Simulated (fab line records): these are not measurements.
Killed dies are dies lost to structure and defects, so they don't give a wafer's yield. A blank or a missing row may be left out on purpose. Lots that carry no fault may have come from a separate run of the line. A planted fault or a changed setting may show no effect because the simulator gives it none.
Split-lot trial | flow n5-finfet | 21 wafers read from 7 lots, route of 1938 steps

== SPLIT DETAILS ==
At N5_HKMG_FIN_HK_ALD_01 (deposits HfO2, target thk 1.6 nm, pulse time 3 s, purge time 3 s), the setting ald-cycles was moved away from the recipe's 30 on 8 of the 21 wafers read, by -10.0% to +16.7%. All remaining wafers had this setting at the recipe value.

== FROM THE SPLIT TO THE READING: what the file shows between them, 9 steps ==
- N5_HKMG_FIN_EXPOSE_46: exposes mask NDIPOLE (also split here: dose-mj)
- N5_HKMG_FIN_PEB_47: peb time 60 s
- N5_HKMG_FIN_DEVELOP_48: develop time 30 s
- N5_HKMG_FIN_CD_MEAS_49: target cd 202 nm
- N5_HKMG_FIN_ETCH_55: etches SOC in N2/H2, target depth 240 nm, time 300 s (also split here: h2-flow-sccm)
- N5_HKMG_FIN_STRIP_56: strips in N2/H2
- N5_HKMG_FIN_STRIP_57: strips in CF4
- N5_HKMG_FIN_WET_ETCH_82: etches La2O3 in dHCl, stops on HfO2, target depth 2 nm, rinse time 30 s
- N5_HKMG_FIN_ALD_36: deposits TiN, target thk 1 nm, pulse time 1 s, purge time 3 s

== THE READING ==
HK_THK, in nm, at N5_HKMG_FIN_THK_MEAS_70 (measures by xrf). Fault-free wafers of this fab line usually give 1.593 nm, standard deviation 0.018 nm.

wafer  | tool, chamber at the split | ald-cycles as run | against the recipe | HK_THK, nm | against lot-mates on the recipe
L074.1 | ald-hk-01, 1,2,3           | 30                | recipe             | 1.607      | -
L074.3 | ald-hk-01, 1,2,3           | 30                | recipe             | 1.609      | -
L074.6 | ald-hk-01, 1,2,3           | 30                | recipe             | 1.595      | -
L078.1 | ald-hk-02, 3               | 35                | +16.7%             | 1.837      | +0.247
L078.2 | ald-hk-02, 1,3             | 30                | recipe             | 1.587      | -
L078.5 | ald-hk-02, 1,3             | 30                | recipe             | 1.593      | -
L081.1 | ald-hk-02, 1,2,0           | 30                | recipe             | 1.574      | -
L081.2 | ald-hk-02, 1,2,0           | 30                | recipe             | 1.563      | -
L081.5 | ald-hk-02, 1,2,0           | 30                | recipe             | 1.610      | -
L088.1 | ald-hk-01, 1,3             | 30                | recipe             | 1.619      | -
L088.3 | ald-hk-01, 1,3             | 30                | recipe             | 1.627      | -
L088.6 | ald-hk-01, 2               | 27                | -10.0%             | 1.398      | -0.225
L090.1 | ald-hk-01, 0,2             | 28                | -6.7%              | 1.519      | -0.090
L090.2 | ald-hk-01, 0,2             | 28                | -6.7%              | 1.487      | -0.122
L090.3 | ald-hk-01, 3               | 30                | recipe             | 1.609      | -
L096.1 | ald-hk-03, 2,1             | 34                | +13.3%             | 1.788      | +0.192
L096.2 | ald-hk-03, 3               | 30                | recipe             | 1.596      | -
L096.4 | ald-hk-03, 2,1             | 34                | +13.3%             | 1.796      | +0.200
L097.1 | ald-hk-02, 1               | 30                | recipe             | 1.616      | -
L097.5 | ald-hk-02, 2,1             | 33                | +10.0%             | 1.775      | +0.159
L097.6 | ald-hk-02, 2,1             | 33                | +10.0%             | 1.767      | +0.151
If several chambers appear in one row, that row covers several wafers at once and the file leaves open which wafer was in which chamber.

THE FIT
A straight line over all 21 wafers: HK_THK changes by +0.0156 nm for each +1% of ald-cycles; r = +0.98; the points scatter about the line by 0.021 nm.
The same after taking each lot's own level away (the mean of its wafers on the recipe; 21 wafers): +0.016 nm for each +1%; r = +0.99; scatter 0.018 nm.
Per that fit: largest ald-cycles move, reading shift of 0.27 nm.
Measured against the standard deviation above, the lots' own levels, which go from 1.5823 to 1.6230 nm, span 2.3 times it.
The two slopes agree, so the slope changes little with the lot-to-lot level.
Check: with one of the wafers moved furthest among these (+16.7%) left out of the fit, the line predicts +0.266 nm for it against its lot-mates. Against them it came out at +0.247 nm.

== OTHER SPLITS APPLIED TO THESE WAFERS ==
Note: prior to the reading, these wafers also went through further splits. Each is held against what the fit with the lots' levels taken away leaves over:
other split on the same wafers   | wafers away from the commonest value | r with HK_THK (lot level and that fit taken away)
N5_HKMG_FIN_EXPOSE_46 dose-mj    | 6                                    | -0.14
N5_HKMG_FIN_ETCH_55 h2-flow-sccm | 6                                    | +0.10

== FILE'S OWN FIT ==
HK_THK changes by +0.0161 nm for each +1% of ald-cycles, r = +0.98.
